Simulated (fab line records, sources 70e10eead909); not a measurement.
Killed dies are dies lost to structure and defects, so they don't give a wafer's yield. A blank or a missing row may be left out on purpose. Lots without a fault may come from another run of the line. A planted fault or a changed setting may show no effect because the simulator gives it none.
fab line records | flow nand_harc
record lots=10 wafers=30 last_day=33
route steps=1302 shown P_CONTACT@238 P_M0@261 END@1302
lots that met no fault: from a run of the same line without faults
start_h: hours from the record's first day to the start of the lot's first wafer shown | wait_h: hours since the lot's step before | " the same as in the row above | L1.1+2: a row that stands for several wafers | - no value, or no start given | * or withheld: withheld | < > ~ a bound
route shown NAME@n: a module of which the file shows steps, and the number in the route of the first | usual: mean/standard deviation of fault-free wafers | same: alike in all rows | chamber/n: place in a boat | sites: the reading at each site | _std_site: their standard deviation | _edge_site: outer sites' mean less inner sites' | radius_mm: how far each site lies from the wafer's centre | mask NAME#n: copy n | behind: the tool/chamber that last shaped the wafer | hold: why the lot was held/for how many hours/how that ended | device: the transistor (n, p or np) that didn't switch | end of line: the same wafers' tests at the end of the route | a step without rows: its recipe alone | killed: dies lost to structure and defects at the first sort, not the wafer's yield | map: a wafer's dies, x killed, . not, _ none there
set.NAME: the setting as run; set.NAME@STEP: as run at that earlier step | model.NAME: the simulator's own value behind a step, which no gauge read
steps of the route over a sample of lots; a table a step, a row a wafer
services: from which hour (start_h, from the record's first day; less than 0 if before it) a tool's chamber was out of use, for how many hours, and why
## steps
# step NHARC_P_CONTACT_ETCH_18
# recipe target_depth_a=4810 time_s=240.5 c4f8_flow_sccm=20 o2_flow_sccm=10 ar_flow_sccm=withheld rf_w=600 bias_w=1500 chemistry=C4F8/O2/Ar
# usual chamber_pressure_mTorr=25.001/0.02 oes_product_au=0.957/0.02 rf_vpp_V=977/5.9
# columns lot.wafer tool chamber start_h wait_h chamber_pressure_mTorr oes_product_au rf_hours_counter_h rf_vpp_V
L990.1 rie_diel-06 3 - - 25.013 0.976 0.3 972
L990.3 " 2 " " 24.986 0.979 0.2 989
L990.6 " 3 " " 24.987 0.965 - 972
L992.4 rie_diel-09 0 - - 25.031 0.978 1.1 980
L992.3 " 2 " " 25.037 0.977 1.1 987
L992.6 " 0 " " 24.999 0.953 - 979
L993.2 rie_diel-03 3 - - 25.023 0.965 3.9 973
L993.3 " 1 " " 25.019 0.956 4.5 970
L993.1 " 2 " " 25.006 0.942 4.1 970
L994.3 rie_diel-03 3 - - 24.984 0.951 4.4 973
L994.2 " 0 " " 25.012 0.963 4.8 979
L994.6 " 0 " " 25.014 0.955 - 977
L997.1 rie_diel-06 1 - - 24.990 0.950 1.8 978
L997.2 " 2 " " 25.010 0.950 1.6 988
L997.5 " 3 " " 25.015 0.937 - 972
L101.2 rie_diel-06 0 - - 25.000 0.926 3.3 969
L101.1 " 1 " " 25.026 0.923 2.7 978
L101.6 " 0 " " 25.008 0.922 - 971
L105.3 rie_diel-09 3 - - 25.010 0.971 4.9 983
L105.4 " 1 " " 25.024 0.974 4.6 981
L105.2 " 2 " " 25.005 0.968 4.3 986
L107.3 rie_diel-03 1 - - 25.028 0.931 2.3 970
L107.2 " 2 " " 25.000 0.948 2.5 969
L107.6 " 3 " " 24.979 0.950 - 973
L109.2 rie_diel-06 3 - - 24.990 0.986 1.1 972
L109.1 " 0 " " 24.981 0.961 1.1 969
L109.6 " 1 " " 24.992 0.974 - 978
L110.2 rie_diel-03 1 - - 25.003 0.950 3.4 969
L110.1 " 2 " " 25.000 0.937 3.4 968
L110.5 " 1 " " 24.974 0.953 - 969
# step NHARC_P_CONTACT_ETCH_31
# recipe target_depth_a=300 time_s=85.7 ion_energy_ev=120 over_etch_frac=1 ch3f_flow_sccm=50 o2_flow_sccm=30 ar_flow_sccm=200 rf_w=500 bias_w=100 chemistry=CH3F/O2
# usual chamber_pressure_mTorr=25.000/0.023 drypump_motor_current_A=5.8/0.34 oes_product_au=0.973/0.015 rf_vpp_V=244.0/1.7 showerhead_plenum_p_Torr=2.44/0.11 throttle_valve_pct=20.665/0.0086
# columns lot.wafer tool chamber start_h wait_h chamber_pressure_mTorr drypump_motor_current_A oes_product_au rf_hours_counter_h rf_vpp_V showerhead_plenum_p_Torr throttle_valve_pct
L990.1 rie_diel-06 3 - - 24.965 6.0 0.984 0.5 243.5 2.34 20.651
L990.3 " 0 " " 24.972 5.2 0.987 0.5 241.2 2.30 20.659
L990.6 " 0 " " 25.030 5.2 0.995 - 242.2 2.30 20.668
L992.3 rie_diel-09 3 - - 25.021 5.9 0.979 1.1 244.5 2.55 20.667
L992.4 " 0 " " 24.987 6.0 0.968 1.2 245.4 2.48 20.654
L992.6 " 3 " " 25.006 5.9 0.975 - 245.8 2.55 20.656
L993.2 rie_diel-03 0 - - 24.964 5.5 0.973 4.4 243.8 2.44 20.664
L993.1 " 1 " " 24.983 5.3 0.988 4.5 242.2 2.31 20.673
L993.3 " 3 " " 25.004 6.1 0.977 4.0 242.6 2.38 20.677
L994.3 rie_diel-03 0 - - 24.959 5.5 0.941 4.9 244.8 2.44 20.680
L994.2 " 3 " " 25.015 6.0 0.947 4.5 242.8 2.38 20.659
L994.6 " 1 " " 25.004 5.3 0.945 - 241.6 2.31 20.651
L997.2 rie_diel-06 3 - - 24.996 6.0 0.976 2.1 241.1 2.34 20.652
L997.1 " 2 " " 25.004 5.5 0.968 1.6 247.4 2.65 20.653
L997.5 " 3 " " 25.027 6.0 0.973 - 242.9 2.34 20.669
L101.2 rie_diel-06 2 - - 24.997 5.6 0.955 2.7 245.8 2.65 20.668
L101.1 " 3 " " 25.026 6.0 0.945 3.1 241.5 2.34 20.665
L101.6 " 2 " " 25.002 5.5 0.958 - 247.6 2.65 20.680
L105.4 rie_diel-09 1 - - 25.005 6.0 0.990 4.6 244.1 2.52 20.668
L105.3 " 2 " " 24.981 5.4 0.993 4.4 246.0 2.60 20.644
L105.2 " 3 " " 24.966 5.9 0.982 5.0 245.1 2.55 20.658
L107.2 rie_diel-03 2 - - 25.025 5.9 0.951 2.5 240.7 2.29 20.662
L107.3 " 3 " " 24.993 6.0 0.973 3.0 243.0 2.38 20.666
L107.6 " 1 " " 24.978 5.3 0.967 - 243.7 2.31 20.661
L109.2 rie_diel-06 1 - - 24.973 6.5 0.988 0.9 244.8 2.46 20.649
L109.1 " 2 " " 25.003 5.6 0.970 1.1 245.6 2.65 20.659
L109.6 " 1 " " 25.035 6.5 0.992 - 244.5 2.46 20.662
L110.1 rie_diel-03 2 - - 25.010 5.9 0.964 3.4 241.8 2.29 20.653
L110.2 " 0 " " 25.013 5.5 0.989 3.9 242.5 2.44 20.663
L110.5 " 2 " " 24.969 5.9 0.971 - 241.4 2.29 20.665
# step NHARC_P_M0_PEB_07
# recipe peb_temp_c=100 peb_time_s=65
# usual exhaust_pa=44.9/0.89 heater_power_total_W=156.6/0.43
# columns lot.wafer tool chamber start_h wait_h exhaust_pa heater_power_total_W
L990.1 litho_track-06 0 149.62 0.1 45.3 156.3
L990.3 " 0 " " 44.6 156.0
L990.6 " 0 " " 45.0 156.8
L992.3 litho_track-01 0 179.07 0.0 46.2 156.3
L992.4 " 0 " " 44.2 156.6
L992.6 " 0 " " 43.4 157.0
L993.1 litho_track-01 0 183.27 0.1 44.9 157.1
L993.2 " 0 " " 44.1 156.2
L993.3 " 0 " " 46.3 156.9
L994.2 litho_track-04 0 190.09 0.1 45.5 156.8
L994.3 " 0 " " 43.4 157.2
L994.6 " 0 " " 43.5 157.2
L997.1 litho_track-04 0 225.54 0.1 44.6 156.5
L997.2 " 0 " " 45.1 156.1
L997.5 " 0 " " 45.8 157.0
L101.1 litho_track-04 0 266.38 0.1 45.0 156.2
L101.2 " 0 " " 44.4 155.9
L101.6 " 0 " " 46.2 156.1
L105.2 litho_track-01 0 301.25 0.1 43.6 157.1
L105.3 " 0 " " 44.1 156.4
L105.4 " 0 " " 43.7 156.4
L107.2 litho_track-04 0 319.48 0.1 44.0 167.7
L107.3 " 0 " " 43.8 168.0
L107.6 " 0 " " 44.7 166.8
L109.1 litho_track-04 0 339.28 0.1 45.6 167.3
L109.2 " 0 " " 45.3 168.2
L109.6 " 0 " " 45.1 167.8
L110.1 litho_track-01 0 353.13 0.1 44.3 156.9
L110.2 " 0 " " 44.1 156.1
L110.5 " 0 " " 45.1 156.1
# step NHARC_P_M0_CD_MEAS_09
# recipe target_cd_nm=90 landing_energy_ev=500
# usual cd_nm=89.7/0.79
# columns lot.wafer tool chamber start_h wait_h cd_nm
L990.1 cd_sem-02 0 149.70 - 90.4
L990.3 " 0 " " 90.8
L990.6 " 0 " " 90.3
L992.3 cd_sem-02 0 179.15 - 88.8
L992.4 " 0 " " 89.2
L992.6 " 0 " " 88.8
L993.1 cd_sem-02 0 183.34 - 88.7
L993.2 " 0 " " 88.1
L993.3 " 0 " " 88.9
L994.2 cd_sem-02 0 190.17 - 90.2
L994.3 " 0 " " 90.3
L994.6 " 0 " " 90.0
L997.1 cd_sem-03 0 225.62 - 90.3
L997.2 " 0 " " 91.1
L997.5 " 0 " " 89.7
L101.1 cd_sem-03 0 266.46 - 89.8
L101.2 " 0 " " 89.5
L101.6 " 0 " " 90.6
L105.2 cd_sem-02 0 301.33 - 90.6
L105.3 " 0 " " 90.7
L105.4 " 0 " " 90.3
L107.2 cd_sem-02 0 319.56 - 84.6
L107.3 " 0 " " 85.7
L107.6 " 0 " " 86.0
L109.1 cd_sem-02 0 339.36 - 86.2
L109.2 " 0 " " 87.8
L109.6 " 0 " " 87.0
L110.1 cd_sem-02 0 353.21 - 88.8
L110.2 " 0 " " 88.5
L110.5 " 0 " " 89.0
# step NHARC_P_M0_DESCUM_14
# recipe time_s=3 o2_flow_sccm=200 ar_flow_sccm=0 bias_power_w=0 chemistry=O2
# usual chamber_pressure_mTorr=60.00/0.055 drypump_motor_current_A=5.8/0.38 oes_product_au=1.000/0.0084 rf_vpp_V=57.7/0.9 showerhead_plenum_p_Torr=1.88/0.061 throttle_valve_pct=11.310/0.0089
# columns lot.wafer tool chamber start_h wait_h chamber_pressure_mTorr drypump_motor_current_A oes_product_au rf_hours_counter_h rf_vpp_V showerhead_plenum_p_Torr throttle_valve_pct
L990.3 rie_diel-08 0 149.90 0.1 59.92 6.3 0.991 21 57.3 1.88 11.309
L990.1 " 2 " " 59.92 6.1 0.993 19 59.3 1.81 11.299
L990.6 " 3 " " 60.03 5.7 0.992 - 58.4 1.96 11.306
L992.3 rie_diel-13 1 179.35 0.1 60.07 5.9 1.005 1 57.8 1.98 11.317
L992.4 " 2 " " 60.07 5.3 0.991 1 58.4 1.84 11.325
L992.6 " 3 " " 59.97 5.4 1.003 - 57.4 1.80 11.311
L993.2 rie_diel-02 2 183.53 0.1 60.01 5.4 1.001 46 58.5 1.93 11.307
L993.1 " 3 " " 60.00 4.7 0.996 46 57.8 1.95 11.313
L993.3 " 1 " " 60.03 6.4 0.987 46 57.9 1.79 11.309
L994.2 rie_diel-08 1 190.37 0.1 60.03 6.0 0.982 29 58.0 1.88 11.307
L994.3 " 2 " " 60.07 6.1 1.003 26 57.0 1.81 11.298
L994.6 " 0 " " 59.99 6.3 0.993 - 58.2 1.88 11.316
L997.2 rie_diel-13 1 225.80 0.1 59.93 5.9 1.010 17 56.6 1.97 11.324
L997.1 " 2 " " 59.94 5.3 1.005 18 58.1 1.83 11.317
L997.5 " 2 " " 59.92 5.3 1.012 - 57.7 1.83 11.304
L101.1 rie_diel-08 1 266.78 0.2 60.00 6.0 1.013 14 59.3 1.88 11.296
L101.2 " 2 " " 60.03 6.1 1.003 13 56.9 1.80 11.316
L101.6 " 1 " " 59.98 6.0 1.008 - 57.3 1.88 11.318
L105.4 rie_diel-08 3 301.52 0.1 59.99 5.7 0.983 18 57.5 1.95 11.298
L105.3 " 1 " " 59.94 6.0 1.002 20 57.3 1.88 11.316
L105.2 " 2 " " 60.00 6.1 0.998 18 57.8 1.80 11.306
L107.3 rie_diel-13 3 319.77 0.1 60.02 5.4 0.988 49 58.6 1.79 11.305
L107.2 " 0 " " 59.96 6.0 0.994 43 56.7 1.85 11.312
L107.6 " 3 " " 59.97 5.4 1.001 - 57.5 1.79 11.306
L109.1 rie_diel-08 3 339.54 0.1 59.87 5.7 0.994 25 58.6 1.95 11.299
L109.2 " 1 " " 59.94 6.0 1.001 27 58.2 1.87 11.300
L109.6 " 0 " " 60.05 6.3 1.004 - 58.1 1.87 11.309
L110.1 rie_diel-08 3 353.40 0.1 59.97 5.7 0.999 26 57.3 1.95 11.312
L110.2 " 1 " " 60.02 6.0 1.005 29 58.7 1.87 11.311
L110.5 " 0 " " 60.05 6.3 0.993 - 57.3 1.87 11.308
# step NHARC_END_SORT_01
# recipe temp_c=25
# usual defect_limited_yield=92.5/2.5 killed_at_array=46/16 killed_at_other=0.9/1.3 killed_at_periphery=4.1/3 killed_dies=51/17 killed_open=3.5/1.8 killed_short=2.5/1.8 sort_bin_2_pct=2.6/1.1 sort_bin_3_pct=0.6/0.37 sort_bin_4_pct=4.4/1.4 sort_n_pass=626/17 sort_rim_yield_pct=88/4.6 sort_yield_pct=92.5/2.5
# same gross_dies=677 sort_bin_5_pct[%]=0 sort_bin_6_pct[%]=0 sort_bin_7_pct[%]=0 sort_bin_8_pct[%]=0 sort_rim_n_gross=106.00
# columns lot.wafer tool chamber start_h wait_h defect_limited_yield[%] killed_at_array killed_at_other killed_at_periphery killed_dies killed_open killed_short sort_bin_2_pct[%] sort_bin_3_pct[%] sort_bin_4_pct[%] sort_n_pass sort_rim_yield_pct[%] sort_yield_pct[%]
L997.1 prober-01 0 668.11 2.5 92.5 47 2 2 51 0 2 3.5 0.6 3.4 626 83 92.5
L997.2 prober-01 0 668.92 2.8 90.7 59 3 1 63 3 2 2.7 1.5 5.2 614 88 90.7
L997.5 prober-01 0 671.34 3.7 92.2 51 1 1 53 4 1 3.8 0.1 3.8 624 89 92.2
# killed by level:class
L997.1 A_SLIT:chamber_film_flake=23 A_CHANNEL_HOLE_D1:chamber_film_flake=18 P_ZERO_WELL:chamber_film_flake=2 THIN_TSV:chamber_film_flake=2 A_CHANNEL_FILL_D1:geometric_particle:short=1 A_ONON_D2:geometric_particle:short=1 A_ZERO_WELL:chamber_film_flake=1 A_CHANNEL_HOLE_D2:chamber_film_flake=1
L997.2 A_SLIT:chamber_film_flake=30 A_CHANNEL_HOLE_D1:chamber_film_flake=21 THIN_TSV:chamber_film_flake=3 A_CHANNEL_HOLE_D2:chamber_film_flake=2 P_STI:geometric_particle:short=1 A_ONON_D1:geometric_particle:open=1 A_CHANNEL_HOLE_D1:geometric_particle:open=1 A_SGD_CUT:geometric_particle:open=1
L997.5 A_SLIT:chamber_film_flake=24 A_CHANNEL_HOLE_D1:chamber_film_flake=17 A_STAIRCASE:chamber_film_flake=4 P_GATE:geometric_particle:open=1 A_CHANNEL_FILL_D1:geometric_particle:short=1 A_CHANNEL_FILL_D2:geometric_particle:open=1 A_WL_FILL:geometric_particle:open=1 A_BLC:geometric_particle:open=1
## services
# columns tool chamber start_h hours kind
rie_diel-06 - 130.20 9.0 pm
rie_diel-09 1 139.43 22.4 repair
rie_diel-09 - 143.10 9.0 pm
rie_diel-06 - 150.93 0.2 repair
litho_track-01 - 155.00 7.0 pm
rie_diel-13 - 167.23 9.0 pm
rie_diel-09 3 180.03 9.0 repair
rie_diel-03 1 183.13 3.3 repair
rie_diel-13 - 186.67 0.6 repair
rie_diel-08 - 190.80 9.0 pm
litho_track-04 - 203.00 7.0 pm
rie_diel-08 0 207.92 6.6 repair
rie_diel-06 0 212.87 4.9 repair
rie_diel-09 0 223.57 14.6 repair
rie_diel-06 1 227.76 8.0 repair
rie_diel-03 1 232.40 4.1 repair
rie_diel-06 2 254.58 3.1 repair
rie_diel-09 2 258.60 2.6 repair
rie_diel-03 - 281.30 9.0 pm
rie_diel-06 1 297.69 22.5 repair
rie_diel-06 - 307.20 9.0 pm
rie_diel-06 3 318.37 5.9 repair
rie_diel-09 - 320.10 9.0 pm
litho_track-01 - 330.00 7.0 pm
## key
first_sign step=NHARC_P_M0_PEB_07 reading=heater_power_total_W direction=up sigmas=26 usual=* struck=*
effect step=NHARC_P_M0_CD_MEAS_09 reading=cd_nm direction=down sigmas=4.4 usual=89.7 struck=86.2 through=control_loop
met_at NHARC_P_M0_PEB_07
struck_lots L107,L109
loop_trim step=NHARC_P_M0_EXPOSE_06 setting=dose lots=L109
not_acting_at NHARC_P_CONTACT_ETCH_18,NHARC_P_CONTACT_ETCH_31,NHARC_P_M0_DESCUM_14
onset_between 266.38 319.48
fault kind=process_parameter_drift tool=litho_track-04 chamber=- onset_h=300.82 steps=NHARC_P_M0_PEB_07 channel=peb_time_s offset=* shape=step acts_in=* stated=*
# loop_trim: a control loop set the setting to another value than it would have without faults
